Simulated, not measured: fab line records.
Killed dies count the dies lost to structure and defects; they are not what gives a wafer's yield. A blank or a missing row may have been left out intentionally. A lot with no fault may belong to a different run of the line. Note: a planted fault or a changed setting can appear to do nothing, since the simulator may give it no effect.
3 desks looking at one fault || flow n5_finfet || what lay behind the numbers comes last; until then each desk has only its own

METROLOGY DESK
What the gauges read for every lot (on any tool): the sampled wafers with a number, averaged. The brackets show how far a lot's mean lies from the usual mean; more than 4 standard deviations puts the lot out of limits, marked OUT. Readings shown: 7 of its 11, picked as those furthest out on some lot.
Columns: A = M4_ILD_THK at N5_BEOL_M4_THK_MEAS_01, usual 78.4 nm; B = DIBL_P at N5_BEOL_M4_RC_MEAS_101, usual 36.5 mV/V; C = IOFF_P at N5_BEOL_M4_RC_MEAS_101, usual 0.22 nA/um; D = ION_N at N5_BEOL_M4_RC_MEAS_101, usual 675 uA/um; E = ION_P at N5_BEOL_M4_RC_MEAS_101, usual 463 uA/um; F = VT_N at N5_BEOL_M4_RC_MEAS_101, usual 249 mV; G = VT_P at N5_BEOL_M4_RC_MEAS_101, usual -250 mV
{"lot": "L195", "first seen here": "day 8 00:40", "A": 77.2, "B": 36.3, "C": 0.19, "D": 664, "E": 454, "F": 251, "G": -255}
{"lot": "L197", "first seen here": "day 8 07:17", "A": 79.4, "B": 37.5, "C": 0.25, "D": 678, "E": 466, "F": 246, "G": -247}
{"lot": "L199", "first seen here": "day 8 09:14", "A": 78.5, "B": 32.7, "C": 0.15, "D": 654, "E": 450, "F": 255, "G": -256}
{"lot": "L200", "first seen here": "day 8 21:24", "A": 78.7, "B": 38.7, "C": 0.27, "D": 691, "E": 475, "F": 246, "G": -247}
{"lot": "L203", "first seen here": "day 10 07:17", "A": 78.5, "B": 38.0, "C": 0.26, "D": 687, "E": 470, "F": 245, "G": -247}
{"lot": "L211", "first seen here": "day 11 05:29", "A": 79.8, "B": 35.0, "C": 0.21, "D": 672, "E": 466, "F": 253, "G": -248}
{"lot": "L208", "first seen here": "day 11 13:05", "A": 80.3, "B": 34.2, "C": 0.18, "D": 669, "E": 460, "F": 252, "G": -252}
{"lot": "L209", "first seen here": "day 11 19:50", "A": 81.4, "B": 37.5, "C": 0.28, "D": 677, "E": 470, "F": 247, "G": -245}
{"lot": "L215", "first seen here": "day 14 01:21", "A": 78.6, "B": 34.5, "C": 0.16, "D": 678, "E": 460, "F": 252, "G": -253}
{"lot": "L217", "first seen here": "day 14 09:40", "A": 78.3, "B": 37.9, "C": 0.25, "D": 688, "E": 469, "F": 245, "G": -248}
Finding of this desk: none of the 10 lots has anything out of limits.

THE DEFECT DESK
Inspection counts along the route, by lot: the mean over sampled wafers that carry a number. The brackets show how far a lot's mean lies from the usual mean; more than 4 standard deviations puts the lot out of limits, marked OUT.
Columns: A = raw_defect_count at N5_BEOL_M3_INSPECT_59, usual 76
{"lot": "L195", "first seen here": "day 8 00:34", "A": 83}
{"lot": "L197", "first seen here": "day 8 07:10", "A": 65}
{"lot": "L199", "first seen here": "day 8 09:08", "A": 66}
{"lot": "L200", "first seen here": "day 8 21:18", "A": 86}
{"lot": "L203", "first seen here": "day 10 07:11", "A": 69}
{"lot": "L211", "first seen here": "day 11 05:23", "A": 96}
{"lot": "L208", "first seen here": "day 11 12:59", "A": 63}
{"lot": "L209", "first seen here": "day 11 19:44", "A": 59}
{"lot": "L215", "first seen here": "day 14 01:14", "A": 57}
{"lot": "L217", "first seen here": "day 14 09:34", "A": 62}
Finding of this desk: none of the 10 lots has anything out of limits.

AT THE TOOL OWNER'S DESK: pecvd-03
The tool's own readings at N5_BEOL_M4_ILD_DEP_00 (deposits SiOC from DEMS/O2, target thk 79 nm, time 15.3 s): means of the sampled wafers that have a number, for each lot that ran on this tool. The brackets show how far a lot's mean lies from the usual mean; more than 4 standard deviations puts the lot out of limits, marked OUT.
Columns: A = heater_power_w at N5_BEOL_M4_ILD_DEP_00, usual 478 W; B = showerhead_plenum_p_Torr at N5_BEOL_M4_ILD_DEP_00, usual 5.687 Torr; C = throttle_valve_pct at N5_BEOL_M4_ILD_DEP_00, usual 12.1 %
{"lot": "L195", "first seen here": "day 8 00:37", "A": 587, "B": 5.694, "C": 12.4}
{"lot": "L203", "first seen here": "day 10 07:13", "A": 582, "B": 5.692, "C": 12.3}
{"lot": "L208", "first seen here": "day 11 13:02", "A": 530, "B": 5.693, "C": 12.2}
{"lot": "L209", "first seen here": "day 11 19:47", "A": 531, "B": 5.698, "C": 12.1}
Finding of this desk: none of the 4 lots has anything out of limits.

BROUGHT TOGETHER
At the metrology desk, nothing out of limits was observed.
No out-of-limits result turned up at the defect desk.
Nothing out of limits was seen by the tool owner's desk.

WHAT THE SIMULATOR PUT IN
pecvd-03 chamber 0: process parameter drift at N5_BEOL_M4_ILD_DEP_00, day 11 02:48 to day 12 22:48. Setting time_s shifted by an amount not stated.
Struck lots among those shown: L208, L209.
